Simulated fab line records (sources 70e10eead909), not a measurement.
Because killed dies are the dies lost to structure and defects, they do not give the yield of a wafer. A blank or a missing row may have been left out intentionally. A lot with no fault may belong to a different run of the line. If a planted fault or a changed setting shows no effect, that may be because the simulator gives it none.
Chamber matching | flow nand-harc | NHARC_P_BONDPAD_ETCH_37 on rie-diel-02: 4 sister chambers
The step etches the open film in N2/H2, target depth 60 nm, overetch 18 nm, time 65.91 s. 8 wafers are shown with their chamber, then 10 later ones without.

== WAFERS PAIRED WITH THEIR CHAMBERS ==
wafer  | chamber | showerhead-plenum-p-Torr (Torr) | drypump-motor-current-A (A)
L076.3 | 2       | 2.01                            | 5.1
L080.5 | 3       | 2.16                            | 5.7
L082.6 | 1       | 1.97                            | 6.5
L086.2 | 2       | 2.00                            | 5.1
L086.4 | 0       | 2.06                            | 6.0
L086.5 | 0       | 2.06                            | 6.0
L088.3 | 3       | 2.16                            | 5.7
L088.4 | 1       | 1.97                            | 6.4

== WAFERS WITH NO CHAMBER GIVEN ==
wafer  | showerhead-plenum-p-Torr (Torr) | drypump-motor-current-A (A)
L088.6 | 1.97                            | 6.5
L091.1 | 2.06                            | 6.0
L091.3 | 2.00                            | 5.1
L091.4 | 2.16                            | 5.7
L090.4 | 2.16                            | 5.7
L090.5 | 2.00                            | 5.1
L090.6 | 2.16                            | 5.7
L092.2 | 2.00                            | 5.1
L092.4 | 2.00                            | 5.1
L092.6 | 2.06                            | 5.9

== WHICH CHAMBER EACH ONE RAN IN ==
wafer  | from the rows above | in truth
L088.6 | 1                   | 1
L091.1 | 0                   | 0
L091.3 | 2                   | 2
L091.4 | 3                   | 3
L090.4 | 3                   | 3
L090.5 | 2                   | 2
L090.6 | 3                   | 3
L092.2 | 2                   | 2
L092.4 | 2                   | 2
L092.6 | 0                   | 0
Correctly placed: 10 of 10. From these rows, 0 cannot be placed. Number placed wrongly: 0.
How it was worked out, from the rows above alone: a wafer's distance from a chamber is the root of the sum, over the readings, of the square of ((its reading less the chamber's mean) divided by the reading's scatter). If the next closest chamber is less than 2 further off than the closest, the wafer can't be placed; otherwise it belongs to the closest. For every chamber, the mean is computed from those of its wafers that are shown. The scatter: take each reading less its chamber's mean, square it, sum over the shown wafers, divide by the number of wafers less the number of chambers, and take the root.
